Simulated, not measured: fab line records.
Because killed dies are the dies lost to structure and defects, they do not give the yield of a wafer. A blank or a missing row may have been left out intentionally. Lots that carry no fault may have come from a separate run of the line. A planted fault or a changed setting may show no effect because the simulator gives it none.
fab line records ; flow nandHarc
record: lots: 6; wafers: 18; lastDay: 24
route steps=1159 shown P_GATE@205 P_CONTACT@217 END@1159
lots that met no fault: from a run of the same line without faults
startH: hours from the record's opening day to when the first of the lot's shown wafers began ; waitH: hours elapsed since this lot's preceding step ; " as in the row above ; L1.1+2: one row covering several wafers at once ; - no value, or no start was given ; * or withheld: withheld ; < > ~ a bound
route shown NAME@n: a module of which the file shows steps, and the number in the route of the first ; usual: mean/standard deviation taken from wafers without a fault ; same: alike in all rows ; chamber/n: place in a boat ; sites: readings site by site ; _std_site: the values' standard deviation ; _edge_site: the outer-site mean with the inner-site mean subtracted ; radiusMm: how far each site lies from the wafer's centre ; mask NAME#n: copy n ; behind: tool/chamber where the wafer was last shaped ; hold: the reason the lot was held/the length of the hold in hours/how it ended ; device: transistor that didn't switch, given as n, p or np ; end of line: tests run on the same wafers once the route is complete ; for a step that has no rows: nothing shown but its recipe ; killed: count of dies lost to structure and defects at first sort (not the wafer's yield) ; map: a wafer's dies, marking killed ones x, the rest . and places with no die _
set.NAME: the run value of the setting; set.NAME@STEP: its run value at that earlier step ; model.NAME: the simulator's own value behind a step, which no gauge read
a table for each step, a row for each wafer; lots at some steps of the route
services: from which hour (startH, from the record's first day; less than 0 if before it) a tool's chamber was out of use, for how many hours, and why
== steps ==
step: NHARC_P_GATE_STRIP_95
recipe: powerW: 1500; tempC: 250; chemistry: O2
usual: drypumpMotorCurrentA: 5.81/0.27; heaterPowerW: 331/47; tempC: 250.01/0.19
lot.wafer;tool;chamber;startH;waitH;drypumpMotorCurrentA;heaterPowerW;rfHoursCounterH;tempC
L968.2;plasmaAsher-02;1;161.23;0.6;5.61;333;49;249.84
L968.4;plasmaAsher-02;1;161.23;0.6;5.64;329;-;249.55
L968.3;plasmaAsher-02;0;161.23;0.6;5.96;355;-;250.12
L970.1;plasmaAsher-01;1;165.36;0.6;6.19;256;20;250.16
L970.4;plasmaAsher-01;0;165.36;0.6;5.51;381;-;249.90
L970.6;plasmaAsher-01;0;165.36;0.6;5.50;378;-;249.65
L969.2;plasmaAsher-02;0;165.89;0.6;5.93;363;51;250.05
L969.1;plasmaAsher-02;1;165.89;0.6;5.62;328;51;249.91
L969.3;plasmaAsher-02;1;165.89;0.6;5.61;327;-;249.70
L976.2;plasmaAsher-02;1;209.83;0.5;5.58;333;7;249.68
L976.5;plasmaAsher-02;0;209.83;0.5;5.94;346;-;250.14
L976.6;plasmaAsher-02;1;209.83;0.5;5.59;327;-;250.02
L977.3;plasmaAsher-02;1;214.27;0.3;5.58;341;-;250.02
L977.5;plasmaAsher-02;0;214.27;0.3;5.95;345;-;250.09
L977.6;plasmaAsher-02;1;214.27;0.3;5.54;334;-;249.92
L981.2;plasmaAsher-02;1;239.52;0.5;5.59;330;19;249.87
L981.3;plasmaAsher-02;0;239.52;0.5;5.95;344;-;249.92
L981.4;plasmaAsher-02;1;239.52;0.5;5.57;332;-;249.82
step: NHARC_P_GATE_STRIP_96
recipe: timeS: 900; tempC: 130; chemistry: SPM
step: NHARC_P_GATE_RTA_64
recipe: tempC: 1050; timeS: 1
usual: lampPowerPct: 35.3/0.87; lamp_zone_1_pct: 35.3/0.86; lamp_zone_3_pct: 35.3/0.86; lamp_zone_4_pct: 35.3/0.86; wafer_temp_C_max: 1054.4/1.4
lot.wafer;tool;chamber;startH;waitH;lampPowerPct;lamp_zone_1_pct;lamp_zone_3_pct;lamp_zone_4_pct;wafer_temp_C_max
L968.2;rtpAnneal-01;0;161.83;-;34.5;34.6;34.6;34.6;1052.2
L968.3;rtpAnneal-01;0;161.83;-;34.6;34.7;34.6;34.6;1053.8
L968.4;rtpAnneal-01;0;161.83;-;34.6;34.6;34.6;34.6;1053.6
L970.1;rtpAnneal-02;0;165.93;-;36.3;36.3;36.4;36.3;1055.2
L970.4;rtpAnneal-02;0;165.93;-;36.3;36.3;36.3;36.4;1055.3
L970.6;rtpAnneal-02;0;165.93;-;36.3;36.3;36.3;36.3;1056.9
L969.1;rtpAnneal-01;0;166.46;-;34.6;34.6;34.6;34.6;1052.6
L969.2;rtpAnneal-01;0;166.46;-;34.6;34.6;34.6;34.6;1054.9
L969.3;rtpAnneal-01;0;166.46;-;34.6;34.7;34.6;34.6;1053.8
L976.2;rtpAnneal-01;0;210.41;-;34.6;34.6;34.6;34.6;1053.0
L976.5;rtpAnneal-01;0;210.41;-;34.6;34.6;34.7;34.6;1053.2
L976.6;rtpAnneal-01;0;210.41;-;34.6;34.6;34.6;34.6;1052.7
L977.3;rtpAnneal-01;0;214.86;-;34.6;34.6;34.6;34.6;1053.1
L977.5;rtpAnneal-01;0;214.86;-;34.6;34.6;34.6;34.7;1054.3
L977.6;rtpAnneal-01;0;214.86;-;34.6;34.6;34.6;34.6;1052.9
L981.2;rtpAnneal-02;0;240.11;-;36.3;36.4;36.4;36.4;1055.5
L981.3;rtpAnneal-02;0;240.11;-;36.3;36.4;36.3;36.4;1053.9
L981.4;rtpAnneal-02;0;240.11;-;36.4;36.4;36.4;36.4;1055.3
step: NHARC_P_GATE_ETCH_77
recipe: targetDepthA: 60; chemistry: dHF; material: SiO2
step: NHARC_P_GATE_DEGAS_109
recipe: tempC: 300; timeS: 60
usual: heaterPowerW: 480/48
lot.wafer;tool;chamber;startH;waitH;heaterPowerW
L968.3;pvdSputter-03;-;162.10;0.1;465
L968.2;pvdSputter-03;-;162.10;0.1;542
L968.4;pvdSputter-03;-;162.10;0.1;446
L970.4;pvdSputter-03;-;166.23;0.1;545
L970.1;pvdSputter-03;-;166.23;0.1;497
L970.6;pvdSputter-03;-;166.23;0.1;526
L969.1;pvdSputter-03;-;166.76;0.1;551
L969.2;pvdSputter-03;-;166.76;0.1;495
L969.3;pvdSputter-03;-;166.76;0.1;474
L976.2;pvdSputter-02;-;210.69;0.1;437
L976.5;pvdSputter-02;-;210.69;0.1;435
L976.6;pvdSputter-02;-;210.69;0.1;552
L977.3;pvdSputter-01;-;215.14;0.1;510
L977.5;pvdSputter-01;-;215.14;0.1;458
L977.6;pvdSputter-01;-;215.14;0.1;506
L981.4;pvdSputter-02;-;240.40;0.1;436
L981.3;pvdSputter-02;-;240.40;0.1;577
L981.2;pvdSputter-02;-;240.40;0.1;409
step: NHARC_P_GATE_PRE_CLEAN_110
recipe: timeS: 30; biasV: 200; gas: Ar
step: NHARC_P_GATE_SPUTTER_78
recipe: targetThkA: 100; material: Ni
step: NHARC_P_GATE_SPUTTER_79
recipe: targetThkA: 100; material: TiN
step: NHARC_P_GATE_RTA_80
recipe: tempC: 300; timeS: 30
usual: lampPowerPct: 2.11/0.054; lamp_zone_1_pct: 2.11/0.054; lamp_zone_3_pct: 2.11/0.054; lamp_zone_4_pct: 2.11/0.054; wafer_temp_C_max: 301.3/0.45
lot.wafer;tool;chamber;startH;waitH;lampPowerPct;lamp_zone_1_pct;lamp_zone_3_pct;lamp_zone_4_pct;wafer_temp_C_max
L968.2;rtpAnneal-01;0;162.43;-;2.06;2.06;2.06;2.06;300.7
L968.3;rtpAnneal-01;0;162.43;-;2.06;2.06;2.06;2.06;300.8
L968.4;rtpAnneal-01;0;162.43;-;2.06;2.06;2.06;2.06;301.1
L970.1;rtpAnneal-02;0;166.52;-;2.17;2.17;2.17;2.17;301.5
L970.4;rtpAnneal-02;0;166.52;-;2.17;2.17;2.17;2.17;301.7
L970.6;rtpAnneal-02;0;166.52;-;2.17;2.17;2.17;2.17;302.8
L969.1;rtpAnneal-02;0;167.07;-;2.17;2.17;2.17;2.17;301.8
L969.2;rtpAnneal-02;0;167.07;-;2.17;2.17;2.17;2.17;302.4
L969.3;rtpAnneal-02;0;167.07;-;2.17;2.17;2.17;2.17;302.0
L976.2;rtpAnneal-01;0;211.33;-;2.06;2.06;2.06;2.06;301.4
L976.5;rtpAnneal-01;0;211.33;-;2.06;2.06;2.06;2.06;301.0
L976.6;rtpAnneal-01;0;211.33;-;2.06;2.06;2.06;2.06;301.4
L977.3;rtpAnneal-02;0;215.49;-;2.17;2.17;2.17;2.17;301.4
L977.5;rtpAnneal-02;0;215.49;-;2.17;2.17;2.17;2.17;302.1
L977.6;rtpAnneal-02;0;215.49;-;2.17;2.17;2.17;2.17;301.7
L981.2;rtpAnneal-02;0;240.72;-;2.17;2.16;2.17;2.17;301.3
L981.3;rtpAnneal-02;0;240.72;-;2.17;2.17;2.17;2.17;301.7
L981.4;rtpAnneal-02;0;240.72;-;2.17;2.17;2.17;2.16;301.6
step: NHARC_P_GATE_STRIP_67
recipe: timeS: 600; tempC: 130; chemistry: SPM
step: NHARC_P_GATE_RTA_82
recipe: tempC: 450; timeS: 30
usual: lampPowerPct: 4.16/0.11; lamp_zone_1_pct: 4.16/0.11; lamp_zone_3_pct: 4.16/0.1; lamp_zone_4_pct: 4.16/0.11; wafer_temp_C_max: 452.1/0.63
lot.wafer;tool;chamber;startH;waitH;lampPowerPct;lamp_zone_1_pct;lamp_zone_3_pct;lamp_zone_4_pct;wafer_temp_C_max
L968.2;rtpAnneal-01;0;162.89;-;4.05;4.05;4.05;4.05;452.0
L968.3;rtpAnneal-01;0;162.89;-;4.05;4.05;4.05;4.05;452.4
L968.4;rtpAnneal-01;0;162.89;-;4.05;4.05;4.05;4.05;451.6
L970.1;rtpAnneal-01;0;167.00;-;4.05;4.05;4.06;4.05;451.3
L970.4;rtpAnneal-01;0;167.00;-;4.05;4.05;4.05;4.05;452.2
L970.6;rtpAnneal-01;0;167.00;-;4.04;4.05;4.05;4.05;451.3
L969.1;rtpAnneal-02;0;167.53;-;4.26;4.26;4.26;4.25;452.8
L969.2;rtpAnneal-02;0;167.53;-;4.26;4.27;4.26;4.26;451.9
L969.3;rtpAnneal-02;0;167.53;-;4.25;4.27;4.26;4.26;452.3
L976.2;rtpAnneal-02;0;211.79;-;4.26;4.26;4.26;4.26;452.8
L976.5;rtpAnneal-02;0;211.79;-;4.26;4.26;4.26;4.26;453.5
L976.6;rtpAnneal-02;0;211.79;-;4.27;4.26;4.26;4.26;451.8
L977.3;rtpAnneal-01;0;215.95;-;4.05;4.05;4.05;4.05;451.2
L977.5;rtpAnneal-01;0;215.95;-;4.05;4.06;4.05;4.05;452.1
L977.6;rtpAnneal-01;0;215.95;-;4.05;4.05;4.05;4.05;451.5
L981.2;rtpAnneal-02;0;241.17;-;4.27;4.26;4.27;4.26;452.5
L981.3;rtpAnneal-02;0;241.17;-;4.26;4.27;4.26;4.26;452.1
L981.4;rtpAnneal-02;0;241.17;-;4.27;4.26;4.26;4.26;452.1
step: NHARC_P_GATE_INSPECT_68
usual: rawDefectCount: 196/70
lot.wafer;tool;chamber;startH;waitH;rawDefectCount
L968.2;defectInspect-02;-;163.06;0.1;174
L968.3;defectInspect-02;-;163.06;0.1;239
L968.4;defectInspect-02;-;163.06;0.1;180
L970.1;defectInspect-02;-;167.19;0.2;262
L970.4;defectInspect-02;-;167.19;0.2;312
L970.6;defectInspect-02;-;167.19;0.2;168
L969.1;defectInspect-02;-;167.73;0.2;239
L969.2;defectInspect-02;-;167.73;0.2;242
L969.3;defectInspect-02;-;167.73;0.2;266
L976.2;defectInspect-01;-;211.96;0.1;223
L976.5;defectInspect-01;-;211.96;0.1;128
L976.6;defectInspect-01;-;211.96;0.1;184
L977.3;defectInspect-02;-;216.09;0.1;189
L977.5;defectInspect-02;-;216.09;0.1;164
L977.6;defectInspect-02;-;216.09;0.1;253
L981.2;defectInspect-02;-;241.34;0.1;324
L981.3;defectInspect-02;-;241.34;0.1;343
L981.4;defectInspect-02;-;241.34;0.1;336
step: NHARC_P_CONTACT_DEP_30
recipe: targetThkA: 300; tempC: 400; targetThkNm: 30; flowSccm: 200; rfW: 450; material: SiNx
usual: heaterPowerOuterW: 435/41; heaterPowerW: 737/87
lot.wafer;tool;chamber;startH;waitH;heaterPowerOuterW;heaterPowerW
L968.2;pecvd-03;2;163.12;0.1;473;692
L968.3;pecvd-03;0;163.12;0.1;356;662
L968.4;pecvd-03;0;163.12;0.1;357;648
L970.1;pecvd-01;0;167.26;0.1;-;-
L970.4;pecvd-01;1;167.26;0.1;-;-
L970.6;pecvd-01;2;167.26;0.1;-;-
L969.2;pecvd-04;2;167.80;0.1;-;-
L969.1;pecvd-04;1;167.80;0.1;-;-
L969.3;pecvd-04;1;167.80;0.1;-;-
L976.2;pecvd-04;2;212.03;0.1;464;856
L976.6;pecvd-04;2;212.03;0.1;453;848
L976.5;pecvd-04;0;212.03;0.1;397;640
L977.3;pecvd-04;1;216.19;0.1;425;675
L977.5;pecvd-04;0;216.19;0.1;404;665
L977.6;pecvd-04;2;216.19;0.1;511;881
L981.2;pecvd-03;2;241.45;0.1;392;590
L981.3;pecvd-03;0;241.45;0.1;419;726
L981.4;pecvd-03;1;241.45;0.1;510;880
step: NHARC_P_CONTACT_DEP_00
recipe: targetThkA: 5000; tempC: 400; pressureTorr: 6.5; rfW: 900; teosFlowSccm: 161.4; flowSccm: 2650; targetThkNm: 500; gas: O2; material: SiO2
step: NHARC_END_SORT_01
recipe: tempC: 25
usual: killedAtArray: 26/10; killedAtOther: 0.5/0.87; killedAtPeriphery: 3.0/2.5; killedDies: 29/11; killedOpen: 3.3/1.9; killedShort: 1.8/1.5
same: grossDies: 677
lot.wafer;tool;chamber;startH;waitH;killedAtArray;killedAtOther;killedAtPeriphery;killedDies;killedOpen;killedShort
L969.1;prober-02;0;499.11;2.5;48;0;264;312;4;1
L969.2;prober-02;0;499.92;2.8;37;0;249;286;5;1
L969.3;prober-02;0;500.73;3.1;42;0;268;310;1;0
L970.1;prober-01;0;511.50;2.5;19;0;259;278;2;1
L970.4;prober-01;0;513.89;3.4;24;0;279;303;2;3
L970.6;prober-01;0;515.48;4.0;23;0;292;315;2;0
L977.3;prober-02;0;543.55;3.1;28;0;3;31;4;2
L977.5;prober-02;0;545.14;3.7;29;0;4;33;4;3
killed by level:class
L969.1 P_CONTACT:areaDep=262 A_SLIT:chamberFilmFlake=15 A_CHANNEL_HOLE_D1:chamberFilmFlake=14 A_M1:chamberFilmFlake=6 A_CONTACT:chamberFilmFlake=4 A_WL_FILL:geometricParticle:open=3 A_STAIRCASE:chamberFilmFlake=2 A_WL_FILL:geometricParticle:short=1
L969.2 P_CONTACT:areaDep=246 A_CHANNEL_HOLE_D1:chamberFilmFlake=17 A_SLIT:chamberFilmFlake=9 A_M1:chamberFilmFlake=5 A_CONTACT:geometricParticle:open=2 P_M1:geometricParticle:open=1 P_BONDPAD:geometricParticle:open=1 A_ONON_D1:geometricParticle:open=1
L969.3 P_CONTACT:areaDep=268 A_CHANNEL_HOLE_D1:chamberFilmFlake=23 A_SLIT:chamberFilmFlake=12 A_M1:chamberFilmFlake=6 A_CONTACT:geometricParticle:open=1
L970.1 P_CONTACT:areaDep=256 A_SLIT:chamberFilmFlake=13 A_CHANNEL_HOLE_D1:chamberFilmFlake=3 P_M0:geometricParticle:open=1 A_STAIRCASE:geometricParticle:open=1 A_SGD_CUT:geometricParticle:short=1 P_STI:chamberFilmFlake=1 P_GATE:chamberFilmFlake=1
L970.4 P_CONTACT:areaDep=273 A_SLIT:chamberFilmFlake=12 P_GATE:chamberFilmFlake=3 A_CHANNEL_HOLE_D1:chamberFilmFlake=3 A_CONTACT:chamberFilmFlake=3 A_CONTACT:geometricParticle:open=2 P_CONTACT:geometricParticle:short=1 A_CHANNEL_FILL_D1:geometricParticle:short=1
L970.6 P_CONTACT:areaDep=291 A_SLIT:chamberFilmFlake=14 A_CHANNEL_HOLE_D1:chamberFilmFlake=5 A_CONTACT:chamberFilmFlake=2 A_CONTACT:geometricParticle:open=1 A_M0:geometricParticle:open=1 P_GATE:chamberFilmFlake=1
L977.3 A_SLIT:chamberFilmFlake=12 A_CHANNEL_HOLE_D1:chamberFilmFlake=6 A_STAIRCASE:chamberFilmFlake=4 A_CONTACT:geometricParticle:open=2 P_GATE:chamberFilmFlake=2 P_GATE:geometricParticle:open=1 A_CHANNEL_FILL_D1:geometricParticle:short=1 A_SGD_CUT:geometricParticle:open=1
L977.5 A_SLIT:chamberFilmFlake=13 A_CHANNEL_HOLE_D1:chamberFilmFlake=7 A_STAIRCASE:chamberFilmFlake=4 P_M1:geometricParticle:open=2 P_M0:geometricParticle:short=1 P_M2:geometricParticle:open=1 A_ONON_D1:geometricParticle:short=1 A_CHANNEL_FILL_D1:geometricParticle:short=1
map L969.1 (x killed, . not)
____________x____________
_________xxxxxxx_________
_______xxxxxxxx.xx_______
______xxxxx.xx.xxxx______
_____xx.x..x.x..xxxx_____
____xxx...xx......xxx____
____x..xx.x..x...x.xx____
___x....xx.xx.x....xxx___
___xxx.........x...xx.___
__x.x.xx...xxxx.x......__
__xxx..........x..x.xx.__
_xxxx...xx.......xxx..xx_
_xx..............xx.x..x_
_xxx...x.........x..x.xx_
_xxx.x.............x.x.x_
_xx..x.......x.....x.xxx_
xxxxx.x..........x...xx.x
xxx.x.................xxx
x.x...x.........x......xx
xxxxxx................xxx
xx.x.x..............xxxxx
_xx..................xx._
_x...x.......x.xx...xxx._
_x.x.xx....x...xx.....x._
_xx.xxx.....x.xx.xx.x.xx_
_xxxx........x..x..x.xxx_
__xxxx.x.......xxx.x.xx__
__xxxx..x....x...xxx.xx__
___x..x.xx..x.x..x.xxx___
___xxxxxx..x...x.xx.xx___
____xxxxx..x...x....x____
____xxxxx.x.xxxxxxxxx____
_____xxx.x.x.x.x.xxx_____
______xxxx.x.xxxxx.______
_______xxxx.xxxxxx_______
_________xxx.xx._________
____________x____________
map L970.6 (x killed, . not)
____________.____________
_________......._________
_______..........._______
______......x......______
_____...x......x...._____
____..x.x.x.x.....x..____
____.......xxxx......____
___..x....xx.x...x....___
___..x...x.xx..xxxx...___
__.....xxx..xxx........__
__.xxx.x.x.xxxxx.x..x..__
_.xx...x.xxxxx.x..x....._
_...xxxxxxx.x.xx.xx.x..._
_.x.xxxxxxxxxxxxxxxx.x.._
_..xxxxxx.xxxxxxxxx....._
_...xxxxx.xxxxxxxx.x...._
....xxx.xxxxxxxxx..x.x...
.x..xxxxxxxxxxxxxxxx.x...
..x..xx.xxx.xxxxxxxx.....
...xx.x..x.xxxxxxx.x.....
..x.xxxxxxxxxxxxxxxxx.x..
_..x.xxxxxxxxxxxxxxx...._
_....x.xxxxxxxxxxx.x...._
_..xx.x.xxxxxxxxxxxx...._
_.x.xx.xxx.xxx.xx.xx...x_
_..xxx.xxxx.xxxxx......._
__..xx..x.xxxxxxxx.x.x.__
__...xx..xxxxx.xxxxx...__
___...x.xxxx.x..xx....___
___.x..x..xxxx.xx.....___
____....xxx..x...x...____
____..x....x...xx....____
_____...x.x..xx....._____
______...x.........______
_______..........._______
_________......._________
____________.____________
== services ==
tool;chamber;startH;hours;kind
pvdSputter-01;-;143.99;1.0;repair
pecvd-04;0;149.37;19.1;repair
pvdSputter-01;-;158.07;10.0;pm
pvdSputter-02;-;182.51;2.1;repair
plasmaAsher-02;-;183.00;9.0;pm
plasmaAsher-02;0;183.00;9.0;ventCycle
plasmaAsher-02;1;183.00;9.0;ventCycle
plasmaAsher-02;0;192.00;-;clean
plasmaAsher-02;1;192.00;-;clean
pvdSputter-02;-;192.38;2.9;repair
pecvd-04;-;195.00;13.0;pm
pecvd-04;0;195.00;13.0;ventCycle
pecvd-04;1;195.00;13.0;ventCycle
pecvd-04;2;195.00;13.0;ventCycle
pecvd-04;0;208.00;-;clean
pecvd-04;1;208.00;-;clean
pecvd-04;2;208.00;-;clean
pvdSputter-01;-;217.98;2.5;repair
pecvd-01;-;237.00;13.0;pm
pecvd-01;0;237.00;13.0;ventCycle
pecvd-01;1;237.00;13.0;ventCycle
pecvd-01;2;237.00;13.0;ventCycle
== key ==
firstSign: step: NHARC_P_CONTACT_DEP_30; reading: toolRecord; direction: missing
effect: step: NHARC_END_SORT_01; reading: killedAtPeriphery; direction: up; sigmas: 99+; usual: 3.0; struck: 268.5
moreKillsBornAt: NHARC_P_CONTACT_DEP_30@pecvd-01: 820; NHARC_P_CONTACT_DEP_30@pecvd-04: 776
metAt NHARC_P_CONTACT_DEP_30
struckWafers L969.1,L969.2,L969.3,L970.1,L970.4,L970.6
testerLeftOut L969,L970
fault: kind: skippedStepWhole; tool: pecvd-01,pecvd-04; chamber: -; onsetH: 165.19; steps: NHARC_P_CONTACT_DEP_30; scope: struckLotsOnly
testerLeftOut: of these lots the tester's yield and bins aren't shown, on N5 and GAA mostly nor the transistor test; their killed dies are dies lost to structure and defects alone, not to doping, threshold or leakage, so they don't give the yield
